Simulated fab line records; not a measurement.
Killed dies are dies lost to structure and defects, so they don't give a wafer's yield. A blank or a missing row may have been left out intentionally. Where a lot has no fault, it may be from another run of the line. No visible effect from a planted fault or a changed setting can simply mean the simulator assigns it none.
Split-lot trial / flow n5_finfet / 7 lots, 21 wafers read, on a route of 1938 steps

ABOUT THE SPLIT
At N5_PMOS_HMC_CHANNEL_EPI_PEB_07 (peb time 60 s), the setting peb_temp_c was moved away from the recipe's 110 C on 11 of the 21 wafers read, by -2.9% to +2.7%. All remaining wafers had this setting at the recipe value.

FROM THE SPLIT ON TO THE READING: in between, the file shows 1 step
- N5_PMOS_HMC_CHANNEL_EPI_DEVELOP_08: develop time 30 s

THE READING
cd_nm at N5_PMOS_HMC_CHANNEL_EPI_CD_MEAS_09, given in nm (cd target 237.4 nm). A value of 237.9 nm with a standard deviation of 1.2 nm is what fault-free wafers of this fab line usually give.

wafer=L074.4; tool, chamber at the split=litho_track-03, 0; peb_temp_c as run, C=110; against the recipe=recipe; cd_nm, nm=236.9; against lot-mates on the recipe=-
wafer=L074.5; tool, chamber at the split=litho_track-03, 0; peb_temp_c as run, C=110; against the recipe=recipe; cd_nm, nm=235.8; against lot-mates on the recipe=-
wafer=L074.6; tool, chamber at the split=litho_track-03, 0; peb_temp_c as run, C=112.2; against the recipe=+2.0%; cd_nm, nm=245.2; against lot-mates on the recipe=+8.8
wafer=L080.1; tool, chamber at the split=litho_track-03, 0; peb_temp_c as run, C=110; against the recipe=recipe; cd_nm, nm=239.4; against lot-mates on the recipe=-
wafer=L080.3; tool, chamber at the split=litho_track-03, 0; peb_temp_c as run, C=106.8; against the recipe=-2.9%; cd_nm, nm=228.5; against lot-mates on the recipe=-10.4
wafer=L080.4; tool, chamber at the split=litho_track-03, 0; peb_temp_c as run, C=110; against the recipe=recipe; cd_nm, nm=238.4; against lot-mates on the recipe=-
wafer=L082.1; tool, chamber at the split=litho_track-05, 0; peb_temp_c as run, C=107.8; against the recipe=-2.0%; cd_nm, nm=229.2; against lot-mates on the recipe=-8.5
wafer=L082.4; tool, chamber at the split=litho_track-05, 0; peb_temp_c as run, C=107.8; against the recipe=-2.0%; cd_nm, nm=230.6; against lot-mates on the recipe=-7.1
wafer=L082.5; tool, chamber at the split=litho_track-05, 0; peb_temp_c as run, C=110; against the recipe=recipe; cd_nm, nm=237.7; against lot-mates on the recipe=-
wafer=L088.1; tool, chamber at the split=litho_track-05, 0; peb_temp_c as run, C=107.2; against the recipe=-2.5%; cd_nm, nm=228.2; against lot-mates on the recipe=-10.4
wafer=L088.3; tool, chamber at the split=litho_track-05, 0; peb_temp_c as run, C=110; against the recipe=recipe; cd_nm, nm=238.6; against lot-mates on the recipe=-
wafer=L088.5; tool, chamber at the split=litho_track-05, 0; peb_temp_c as run, C=107.2; against the recipe=-2.5%; cd_nm, nm=229.7; against lot-mates on the recipe=-8.9
wafer=L090.2; tool, chamber at the split=litho_track-04, 0; peb_temp_c as run, C=108.3; against the recipe=-1.5%; cd_nm, nm=231.6; against lot-mates on the recipe=no lot-mate on the recipe
wafer=L090.5; tool, chamber at the split=litho_track-04, 0; peb_temp_c as run, C=108.3; against the recipe=-1.5%; cd_nm, nm=232.5; against lot-mates on the recipe=no lot-mate on the recipe
wafer=L090.6; tool, chamber at the split=litho_track-04, 0; peb_temp_c as run, C=108.3; against the recipe=-1.5%; cd_nm, nm=232.3; against lot-mates on the recipe=no lot-mate on the recipe
wafer=L095.2; tool, chamber at the split=litho_track-03, 0; peb_temp_c as run, C=113; against the recipe=+2.7%; cd_nm, nm=246.9; against lot-mates on the recipe=+8.0
wafer=L095.3; tool, chamber at the split=litho_track-03, 0; peb_temp_c as run, C=113; against the recipe=+2.7%; cd_nm, nm=246.2; against lot-mates on the recipe=+7.3
wafer=L095.5; tool, chamber at the split=litho_track-03, 0; peb_temp_c as run, C=110; against the recipe=recipe; cd_nm, nm=238.9; against lot-mates on the recipe=-
wafer=L096.2; tool, chamber at the split=litho_track-05, 0; peb_temp_c as run, C=110; against the recipe=recipe; cd_nm, nm=237.5; against lot-mates on the recipe=-
wafer=L096.5; tool, chamber at the split=litho_track-05, 0; peb_temp_c as run, C=110; against the recipe=recipe; cd_nm, nm=238.2; against lot-mates on the recipe=-
wafer=L096.6; tool, chamber at the split=litho_track-05, 0; peb_temp_c as run, C=110; against the recipe=recipe; cd_nm, nm=237.6; against lot-mates on the recipe=-

THE FIT
A straight line over all 21 wafers: cd_nm changes by +3.45 nm for each +1% of peb_temp_c; r = +0.99; the points scatter about the line by 0.93 nm.
The same after taking each lot's own level away (the mean of its wafers on the recipe; 18 wafers): +3.49 nm for each +1%; r = +0.99; scatter 0.98 nm.
That fit puts the effect of the largest move of peb_temp_c on the reading at 10 nm.
From 236.35 to 238.90 nm: that is the span of the lots' own levels, equal to 2.1 times the standard deviation above.
The two slopes are in agreement: the lot-to-lot level therefore moves the slope only a little.
Check: -10.5 nm against its lot-mates is what the line predicts for one of the wafers moved furthest among these (-2.9%) when that wafer is left out of the fit. It came out at -10.4 nm against them.

FURTHER SPLITS ON THESE WAFERS
Other splits were also applied to these wafers ahead of the reading. Each is held against what the fit with the lots' levels taken away leaves over:
other split on the same wafers=N5_ZERO_LAYER_EXPOSE_08 dose_mj; wafers away from the commonest value=5; r with cd_nm (lot level and that fit taken away)=-0.28
other split on the same wafers=N5_WELL_APT_COAT_02 spin_rpm; wafers away from the commonest value=8; r with cd_nm (lot level and that fit taken away)=-0.29
other split on the same wafers=N5_PMOS_HMC_CHANNEL_EPI_COAT_31 spin_rpm; wafers away from the commonest value=7; r with cd_nm (lot level and that fit taken away)=+0.30

THE WHOLE CHAIN: every reading that the file lists as answering this split, in the file's order
step=N5_PMOS_HMC_CHANNEL_EPI_CD_MEAS_09; what it does=target cd 237.4 nm; reading=cd_nm; change (the file's fit)=+3.59 nm for each +1% of the setting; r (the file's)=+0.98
step=N5_PMOS_HMC_CHANNEL_EPI_DESCUM_14; what it does=chemistry O2, time 7.9 s; reading=PMOS_HMC_CHANNEL_EPI.cd_nm (the simulator's own value, which no gauge read); change (the file's fit)=+3.59 nm for each +1% of the setting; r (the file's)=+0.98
step=N5_PMOS_HMC_CHANNEL_EPI_ETCH_32; what it does=etches BARC in N2/H2, stops on SiO2, target depth 85.8 nm, time 50.3 s; reading=PMOS_HMC_CHANNEL_EPI.cd_nm (the simulator's own value, which no gauge read); change (the file's fit)=+3.77 nm for each +1% of the setting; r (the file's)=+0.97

FILE'S OWN FIT
cd_nm changes by +3.59 nm for each +1% of peb_temp_c, r = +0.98.
